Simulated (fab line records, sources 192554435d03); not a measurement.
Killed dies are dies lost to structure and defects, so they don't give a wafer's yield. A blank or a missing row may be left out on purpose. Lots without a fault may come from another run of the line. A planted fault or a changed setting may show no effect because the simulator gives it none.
Chamber matching | flow n5_finfet | N5_MOL_CONTACT_COAG_DESCUM_88 on rie_diel-01: 4 sister chambers
The step chemistry O2, time 7 s. 18 wafers are shown with their chamber, then 9 later ones without.

WAFERS WITH THEIR CHAMBER
wafer  | chamber | drypump_motor_current_A (A) | showerhead_plenum_p_Torr (Torr) | throttle_valve_pct (%)
L074.4 | 0       | 6.4                         | 2.18                            | 20.32
L074.5 | 3       | 6.2                         | 2.14                            | 20.24
L074.6 | 1       | 5.7                         | 2.21                            | 20.33
L078.3 | 0       | 6.4                         | 2.18                            | 20.32
L078.4 | 2       | 5.2                         | 2.16                            | 21.00
L078.5 | 2       | 5.2                         | 2.16                            | 20.99
L083.1 | 1       | 5.7                         | 2.20                            | 20.32
L083.3 | 0       | 6.4                         | 2.18                            | 20.34
L083.4 | 0       | 6.3                         | 2.18                            | 20.33
L084.1 | 3       | 6.3                         | 2.14                            | 20.26
L084.3 | 0       | 6.4                         | 2.18                            | 20.35
L084.6 | 1       | 5.7                         | 2.20                            | 20.35
L086.3 | 0       | 6.3                         | 2.17                            | 20.37
L086.5 | 3       | 6.3                         | 2.14                            | 20.27
L086.6 | 2       | 5.2                         | 2.15                            | 20.57
L088.2 | 2       | 5.2                         | 2.15                            | 20.59
L088.3 | 1       | 5.7                         | 2.20                            | 20.35
L088.4 | 3       | 6.3                         | 2.14                            | 20.27

SIGNATURES (means of the wafers above)
reading                  | chamber 0 | chamber 1 | chamber 2 | chamber 3 | scatter within a chamber
drypump_motor_current_A  | 6.367     | 5.700     | 5.200     | 6.275     | 0.0386
showerhead_plenum_p_Torr | 2.1783    | 2.2025    | 2.1550    | 2.1400    | 0.0043
throttle_valve_pct       | 20.3383   | 20.3375   | 20.7875   | 20.2600   | 0.112
Rule: a wafer's distance from a chamber is the root of the sum, over the readings, of the square of ((its reading less the chamber's mean) divided by the reading's scatter). The wafer belongs to the nearest chamber; if the next one is less than 2 further off, it can't be placed. The scatter: the root of (the sum of the squares of (reading less its chamber's mean) over the shown wafers, divided by (wafers less chambers)).

WAFERS WITHOUT THEIR CHAMBER
wafer  | drypump_motor_current_A (A) | showerhead_plenum_p_Torr (Torr) | throttle_valve_pct (%)
L092.4 | 6.3                         | 2.13                            | 20.30
L092.5 | 5.3                         | 2.15                            | 20.60
L092.6 | 6.3                         | 2.13                            | 20.27
L093.1 | 5.7                         | 2.20                            | 20.39
L093.4 | 5.2                         | 2.15                            | 20.59
L093.5 | 5.7                         | 2.20                            | 20.38
L097.2 | 5.7                         | 2.19                            | 20.40
L097.3 | 5.2                         | 2.15                            | 20.60
L097.5 | 5.7                         | 2.19                            | 20.39

WHICH CHAMBER EACH WENT THROUGH
wafer  | from the rows above | in truth
L092.4 | 3                   | 3
L092.5 | 2                   | 2
L092.6 | 3                   | 3
L093.1 | 1                   | 1
L093.4 | 2                   | 2
L093.5 | 1                   | 1
L097.2 | 1                   | 1
L097.3 | 2                   | 2
L097.5 | 1                   | 1
Placed correctly: 9 of 9. Can't be placed from these rows: 0. Placed wrongly: 0.
